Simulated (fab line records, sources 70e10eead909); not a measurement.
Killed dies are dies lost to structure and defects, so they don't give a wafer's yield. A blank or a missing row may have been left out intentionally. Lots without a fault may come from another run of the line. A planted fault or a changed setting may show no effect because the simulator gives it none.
Chamber matching | flow nandHarc | rieDiel-05 running NHARC_A_M0_ETCH_34: 4 sister chambers
The step etches the open film in N2/H2, target depth 40 nm, overetch 12 nm, time 43.94 s. 20 wafers are shown with their chamber, then 10 later ones without.

## WAFERS PAIRED WITH THEIR CHAMBERS
wafer  | chamber | drypumpMotorCurrentA (A) | rfVppV (V) | oesProductAu (a.u.)
L074.2 | 1       | 5.8                      | 428.8      | 0.984
L074.5 | 2       | 5.0                      | 434.2      | 0.985
L074.6 | 1       | 5.8                      | 427.3      | 0.987
L075.3 | 0       | 5.1                      | 431.6      | 0.994
L075.4 | 3       | 6.1                      | 429.8      | 1.000
L075.6 | 1       | 5.8                      | 427.9      | 0.990
L081.2 | 2       | 5.0                      | 433.5      | 1.010
L081.3 | 3       | 6.0                      | 430.4      | 1.023
L081.5 | 0       | 5.1                      | 430.4      | 1.013
L083.1 | 3       | 6.0                      | 430.9      | 1.024
L083.5 | 2       | 5.0                      | 433.7      | 1.011
L083.6 | 3       | 6.1                      | 431.2      | 1.020
L088.1 | 1       | 5.8                      | 427.3      | 0.995
L088.2 | 0       | 5.1                      | 431.8      | 1.003
L088.5 | 2       | 5.0                      | 434.3      | 1.004
L089.4 | 0       | 5.1                      | 433.0      | 1.004
L089.5 | 0       | 5.1                      | 432.4      | 1.009
L089.6 | 3       | 6.1                      | 429.9      | 1.006
L091.1 | 0       | 5.1                      | 432.1      | 0.995
L091.4 | 2       | 5.0                      | 434.4      | 0.994

SIGNATURES (means of the wafers above)
reading              | chamber 0 | chamber 1 | chamber 2 | chamber 3 | scatter within a chamber
drypumpMotorCurrentA | 5.100     | 5.800     | 5.000     | 6.060     | 0.0274
rfVppV               | 431.883   | 427.825   | 434.020   | 430.440   | 0.684
oesProductAu         | 1.00300   | 0.98900   | 1.00080   | 1.01460   | 0.00908
Rule: for each reading, subtract the chamber's mean from the wafer's reading, divide by that reading's scatter and square the result; add these up over the readings and take the root, which gives the wafer's distance from the chamber. The wafer belongs to the nearest chamber; if the next one is less than 2 further off, it can't be placed. How the scatter is found: for the shown wafers, subtract from each reading the mean of its chamber, square and add these, divide the total by (wafers less chambers), then take the root.

## WAFERS WHOSE CHAMBER IS MISSING
wafer  | drypumpMotorCurrentA (A) | rfVppV (V) | oesProductAu (a.u.)
L091.5 | 6.0                      | 428.1      | 1.017
L094.4 | 6.0                      | 430.7      | 1.013
L094.5 | 5.8                      | 428.3      | 0.983
L094.6 | 5.0                      | 433.5      | 1.015
L095.2 | 5.8                      | 428.2      | 0.999
L095.3 | 5.1                      | 432.3      | 1.014
L095.6 | 5.1                      | 431.3      | 1.002
L096.3 | 5.0                      | 431.4      | 0.996
L096.4 | 5.0                      | 433.8      | 0.983
L096.5 | 5.0                      | 433.0      | 0.988

## CHAMBER TAKEN BY EACH
wafer  | from the rows above     | in truth
L091.5 | 3                       | 3
L094.4 | 3                       | 3
L094.5 | 1                       | 1
L094.6 | 2                       | 2
L095.2 | 1                       | 1
L095.3 | 0                       | 0
L095.6 | 0                       | 0
L096.3 | can't be placed: 0 or 2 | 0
L096.4 | 2                       | 2
L096.5 | 2                       | 2
9 of 10 placed correctly. Can't be placed from these rows: 1 (the true chamber is among the candidates in 1). Placed wrongly: 0.
